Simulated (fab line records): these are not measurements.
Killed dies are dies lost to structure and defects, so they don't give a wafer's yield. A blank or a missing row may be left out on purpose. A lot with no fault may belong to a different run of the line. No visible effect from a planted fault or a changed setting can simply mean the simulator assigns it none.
A struck lot beside a sound one :: flow nandHarc :: 15 out of 1302 route steps
Sound: wafers L163.1, L163.5, L163.6. Struck: wafers L171.2, L171.6. (L171.5 of the same lot was not struck and is left out.) The cause comes at the end.
Per side, at each step with rows, come the tool, then ch with its chambers, and then its first start. Under that, the readings that differ: sound wafers :: struck wafers :: difference of the means :: sigmas: that difference in standard deviations of wafers without a fault.
alike: readings whose means differ by less than 2 such deviations, and words and numbers that are the same on both sides. not compared: withheld readings, readings that some wafer has no value for, bounds like >300 that may hide the same value, and numbers for which the record gives no deviation and whose values overlap.
The two part at a step that has a row with sigmas, a row that says differs or no value, or rows on one side only. When numbers do not overlap yet have no deviation, they are printed without sigmas and do not part them. A reading that every wafer of one side lacks parts them only if that side has two wafers or more.

first, 7 steps without rows for these wafers: NHARC_A_CHANNEL_HOLE_D2_COAT_37 (time 65 s); NHARC_A_CHANNEL_HOLE_D2_COAT_04 (resist thk 90 nm); NHARC_A_CHANNEL_HOLE_D2_SOFTBAKE_05 (time 55 s); NHARC_A_CHANNEL_HOLE_D2_EBR_06; NHARC_A_CHANNEL_HOLE_D2_EXPOSE_07 (exposes mask HOLE D2, target cd 100 nm); NHARC_A_CHANNEL_HOLE_D2_PEB_08 (peb time 65 s); NHARC_A_CHANNEL_HOLE_D2_DEVELOP_09 (develop time 35 s).
NHARC_A_CHANNEL_HOLE_D2_CD_MEAS_10: the cd target is 100 nm.
  sound on cdSem-01 ch 0, day 15 01:41; struck on cdSem-01 ch 0, day 18 02:56
  alike: cdNm
NHARC_A_CHANNEL_HOLE_D2_OVL_MEAS_11:
  sound on overlay-02, day 15 01:47; struck on overlay-02, day 18 03:01
  alike: overlayXNm, overlayYNm
NHARC_A_CHANNEL_HOLE_D2_INSPECT_12:
  sound on defectInspect-01, day 15 01:49; struck on defectInspect-02, day 18 03:04
  alike: rawDefectCount
NHARC_A_CHANNEL_HOLE_D2_DESCUM_15: chemistry O2, time 3 s.
  sound on rieDiel-06 ch 0,1,3, day 15 01:53; struck on rieDiel-06 ch 0,1, day 18 03:08
  alike: chamberPressureMTorr, drypumpMotorCurrentA, oesProductAu, rfVppV, showerheadPlenumPTorr, throttleValvePct
  not compared: rfHoursCounterH
NHARC_A_CHANNEL_HOLE_D2_ETCH_38: etches the open film in CF4, target depth 39 nm, time 65 s.
  sound on rieDiel-06 ch 0,2,3, day 15 01:58; struck on rieDiel-06 ch 1,2, day 18 03:13
  alike: biasW, chamberPressureMTorr, drypumpMotorCurrentA, oesProductAu, rfVppV, runLengthS, showerheadPlenumPTorr, throttleValvePct
  not compared: rfHoursCounterH
NHARC_A_CHANNEL_HOLE_D2_ETCH_39: etches the open film in N2/H2, target depth 260 nm, time 325 s.
  sound on rieDiel-06 ch 0,3, day 15 02:05; struck on rieDiel-06 ch 0, day 18 03:17
reading: biasW (W)
sound: 149.8 150.5 149.6
struck: - -
difference: no value on the struck wafers
sigmas: 

reading: runLengthS (s)
sound: 346.7 346.4 346.5
struck: 246.1 246.7
difference: -100.1
sigmas: -99 or more

reading: throttleValvePct (%)
sound: 14.174 14.154 14.177
struck: 14.190 14.186
difference: +0.020
sigmas: +2
  alike: chamberPressureMTorr, drypumpMotorCurrentA, oesProductAu, rfVppV, showerheadPlenumPTorr
  not compared: rfHoursCounterH
NHARC_A_CHANNEL_HOLE_D2_ETCH_34: etches the open film in CF4/CHF3, target depth 154 nm, time 77 s.
  sound: rieDiel-06 ch 0,1,2; struck: rieDiel-06 ch 0,1
  alike: biasW, chamberPressureMTorr, chf3FlowSccm, drypumpMotorCurrentA, oesProductAu, rfVppV, runLengthS, showerheadPlenumPTorr, throttleValvePct
  not compared: rfHoursCounterH
-- break in the record here, with 12 days between the starts of the struck wafers on either side (left off in module A_CHANNEL_HOLE_D2, picked up again in module END, where the first step shown is number 1302 on the route) --
NHARC_END_SORT_01:
  sound on prober-01 ch 0, day 26 11:04; struck on prober-02 ch 0, day 30 11:23
reading: killedAtArray
sound: 76 77 75
struck: 666 674
difference: +594
sigmas: +35

reading: killedDies
sound: 80 79 80
struck: 677 677
difference: +597
sigmas: +37
  alike: killedAtOther, killedAtPeriphery, killedOpen, killedShort

== WHERE THEY PART ==
Earliest at NHARC_A_CHANNEL_HOLE_D2_ETCH_39; latest, in this record, at NHARC_END_SORT_01.

WHY: whatever the simulator had introduced
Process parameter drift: rieDiel-06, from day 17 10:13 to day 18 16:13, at NHARC_A_CHANNEL_HOLE_D2_ETCH_39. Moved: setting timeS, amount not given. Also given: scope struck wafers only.
